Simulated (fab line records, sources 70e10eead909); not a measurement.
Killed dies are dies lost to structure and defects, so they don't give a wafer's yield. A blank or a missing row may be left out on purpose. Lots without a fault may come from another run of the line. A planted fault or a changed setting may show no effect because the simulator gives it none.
A struck lot beside a sound one | flow nand_harc | 37 steps out of a route of 1302
Sound: wafers L448.1, L448.4, L448.6. Struck: wafers L460.2, L460.4. (L460.6 of the same lot was not struck and is left out.) The cause comes at the end.
At each step with rows: each side's tool, then ch and its chambers, then its first start. Under that, the readings that differ: sound wafers | struck wafers | difference of the means | sigmas: that difference in standard deviations of wafers without a fault.
alike: readings whose means differ by less than 2 such deviations, and words and numbers that are the same on both sides. not compared: withheld readings, readings that some wafer has no value for, bounds like >300 that may hide the same value, and numbers for which the record gives no deviation and whose values overlap.
The two part at a step that has a row with sigmas, a row that says differs or no value, or rows on one side only. Numbers that don't overlap but have no deviation are shown without sigmas and don't part them. A reading that every wafer of one side lacks parts them only if that side has two wafers or more.

first, 2 steps without rows for these wafers: NHARC_A_STAIRCASE_ALD_415 (deposits SiO2, target thk 30 nm, pulse time 6 s, ald cycles 300); NHARC_A_STAIRCASE_ETCHBACK_416 (etches the open film in C4F8/O2/Ar, target depth 36 nm, time 7.2 s).
NHARC_A_STAIRCASE_STRIP_476: strips in O2, time 20 s.
  sound on rie_diel-11 ch 0,3, day 17 04:24; struck on rie_diel-11 ch 1,3, day 21 23:43
  alike: drypump_motor_current_A, oes_product_au, rf_vpp_V, showerhead_plenum_p_Torr, throttle_valve_pct
  not compared: rf_hours_counter_h
then, 8 steps without rows for these wafers: NHARC_A_STAIRCASE_DEP_417 (deposits Si3N4, target thk 60 nm); NHARC_A_STAIRCASE_WET_418 (chemistry H3PO4, target depth 20 nm); NHARC_A_STAIRCASE_PRECLEAN_419 (cleans in SC1); NHARC_A_STAIRCASE_SRD_421; NHARC_A_STAIRCASE_ALD_420 (deposits SiO2, target thk 20 nm, pulse time 6 s, ald cycles 200); NHARC_A_STAIRCASE_CVD_552 (deposits SiNx, target thk 40 nm); NHARC_A_STAIRCASE_DEP_151 (deposits SiO2, target thk 7200 nm); NHARC_A_STAIRCASE_ANNEAL_320 (time 1800 s).
NHARC_A_STAIRCASE_DEP_322: deposits SiO2, target thk 7200 nm.
  sound on pecvd-01 ch 0,1, day 18 04:22; struck on pecvd-04 ch 2, day 22 15:31
  alike: heater_power_w
then, 1 step without rows for these wafers: NHARC_A_STAIRCASE_ANNEAL_323 (time 1800 s).
NHARC_A_STAIRCASE_DEP_325: deposits SiO2, target thk 7200 nm.
  sound on pecvd-04 ch 0,1, day 18 15:12; struck on pecvd-02 ch 1,2, day 23 01:15
  alike: heater_power_w
then, 10 steps without rows for these wafers: NHARC_A_STAIRCASE_ANNEAL_326 (time 1800 s); NHARC_A_STAIRCASE_DEHYDRATE_433 (time 120 s); NHARC_A_STAIRCASE_HMDS_434 (time 30 s); NHARC_A_STAIRCASE_COAT_435; NHARC_A_STAIRCASE_SOFTBAKE_436 (time 170 s); NHARC_A_STAIRCASE_EBR_437; NHARC_A_STAIRCASE_EXPOSE_438 (exposes mask STAIR REV); NHARC_A_STAIRCASE_PEB_439 (peb time 130 s); NHARC_A_STAIRCASE_DEVELOP_440 (time 140 s); NHARC_A_STAIRCASE_HARDBAKE_442 (time 140 s).
NHARC_A_STAIRCASE_DESCUM_443: chemistry O2, time 3 s.
  sound on rie_diel-02 ch 0,2, day 18 23:38; struck on rie_diel-02 ch 0, day 23 09:30
  alike: drypump_motor_current_A, oes_product_au, rf_vpp_V, showerhead_plenum_p_Torr, throttle_valve_pct
  not compared: rf_hours_counter_h
then, 1 step without rows for these wafers: NHARC_A_STAIRCASE_ETCH_444 (etches the open film in C4F8/O2, target depth 20400 nm, time 6800 s).
NHARC_A_STAIRCASE_STRIP_446: strips in O2.
  sound on plasma_asher-01 ch 0,1, day 19 04:09; struck on plasma_asher-01 ch 0,1, day 23 14:52
  alike: drypump_motor_current_A, heater_power_w
  not compared: rf_hours_counter_h
then, 7 steps without rows for these wafers: NHARC_A_STAIRCASE_STRIP_447 (strips in SPM, time 900 s); NHARC_A_STAIRCASE_PRECLEAN_448 (cleans in SC1); NHARC_A_STAIRCASE_SRD_449; NHARC_A_STAIRCASE_CMP_450 (polishes SiO2, target thk 200 nm); NHARC_A_STAIRCASE_CMP_152 (polishes); NHARC_A_STAIRCASE_SRD_154; NHARC_A_STAIRCASE_ETCH_403 (etches SiO2 in dHF, target depth 108.2 nm).
NHARC_A_STAIRCASE_ETCHBACK_422: etches the open film in CH3F/O2, target depth 40 nm, time 74.286 s.
  sound on rie_diel-02 ch 0,1,3, day 19 05:28; struck on rie_diel-02 ch 0,2, day 23 16:13
  alike: drypump_motor_current_A, oes_product_au, rf_vpp_V, showerhead_plenum_p_Torr, throttle_valve_pct
  not compared: rf_hours_counter_h
then, 1 step without rows for these wafers: NHARC_A_STAIRCASE_ETCH_423 (etches SiO2 in dHF, target depth 30 nm).
-- the record jumps here: 5 days lie between the struck wafers' starts before and after (it left off in module A_STAIRCASE and takes up again in module END, whose first step shown is number 1302 of the route) --
NHARC_END_SORT_01:
  the record has rows for the struck wafers here (prober-02 ch 0, day 29 01:01) and none for the sound ones

WHERE THEY PART
Only at NHARC_END_SORT_01, within this record.

WHY: what the simulator had put in
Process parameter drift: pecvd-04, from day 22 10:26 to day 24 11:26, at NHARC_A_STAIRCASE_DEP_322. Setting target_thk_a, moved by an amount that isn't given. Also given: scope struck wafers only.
